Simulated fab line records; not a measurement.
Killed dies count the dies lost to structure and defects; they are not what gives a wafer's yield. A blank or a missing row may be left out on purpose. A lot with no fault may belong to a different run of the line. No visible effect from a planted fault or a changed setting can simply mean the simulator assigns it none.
Chamber matching	flow n5Finfet	4 sister chambers for N5_FIN_SAQP_STRIP_55 on rieDiel-01
The step strips in N2/H2. 20 wafers are shown with their chamber, then 10 later ones without.

== WAFERS WITH THEIR CHAMBER ==
wafer	chamber	drypumpMotorCurrentA (A)	showerheadPlenumPTorr (Torr)	throttleValvePct (%)
L074.1	1	6.2	3.44	19.05
L074.3	2	5.6	3.29	19.23
L074.4	1	6.2	3.44	19.02
L076.1	1	6.2	3.44	19.06
L076.2	3	6.7	3.46	18.69
L076.4	0	5.9	3.25	19.15
L077.1	2	5.6	3.28	19.24
L077.4	1	6.2	3.44	19.08
L077.5	1	6.1	3.44	19.04
L078.3	0	5.9	3.24	19.15
L078.4	1	6.2	3.44	19.06
L078.5	1	6.2	3.44	19.08
L080.2	1	6.2	3.43	19.11
L080.5	1	6.2	3.43	19.07
L080.6	0	5.9	3.24	19.18
L083.1	3	6.7	3.45	18.69
L083.4	0	5.9	3.24	19.16
L083.5	3	6.7	3.45	18.70
L091.3	3	6.6	3.44	18.75
L091.4	0	5.9	3.23	19.19

SIGNATURES (means of the wafers above)
reading	chamber 0	chamber 1	chamber 2	chamber 3	scatter within a chamber
drypumpMotorCurrentA	5.900	6.189	5.600	6.675	0.032
showerheadPlenumPTorr	3.2400	3.4378	3.2850	3.4500	0.00615
throttleValvePct	19.1660	19.0633	19.2350	18.7075	0.024
Rule: for a wafer and a chamber, the distance is found by dividing, reading by reading, the gap between the wafer's reading and the chamber's mean by the reading's scatter, squaring, summing and taking the root. The wafer belongs to the nearest chamber; if the next one is less than 2 further off, it can't be placed. The scatter: the root of (the sum of the squares of (reading less its chamber's mean) over the shown wafers, divided by (wafers less chambers)).

== WAFERS MISSING THEIR CHAMBER ==
wafer	drypumpMotorCurrentA (A)	showerheadPlenumPTorr (Torr)	throttleValvePct (%)
L091.5	5.6	3.27	19.27
L093.3	6.2	3.42	19.10
L093.5	5.6	3.27	19.31
L093.6	6.2	3.42	19.11
L094.2	5.9	3.23	19.20
L094.3	6.2	3.42	19.13
L094.5	6.2	3.42	19.13
L097.3	6.2	3.42	19.13
L097.5	5.9	3.22	19.21
L097.6	6.8	3.43	18.74

== WHICH CHAMBER EACH WENT THROUGH ==
wafer	from the rows above	in truth
L091.5	2	2
L093.3	1	1
L093.5	2	2
L093.6	1	1
L094.2	0	0
L094.3	1	1
L094.5	1	1
L097.3	1	1
L097.5	0	0
L097.6	3	3
Correct placement for 10 of the 10. Left unplaced by these rows: 0. Number placed wrongly: 0.
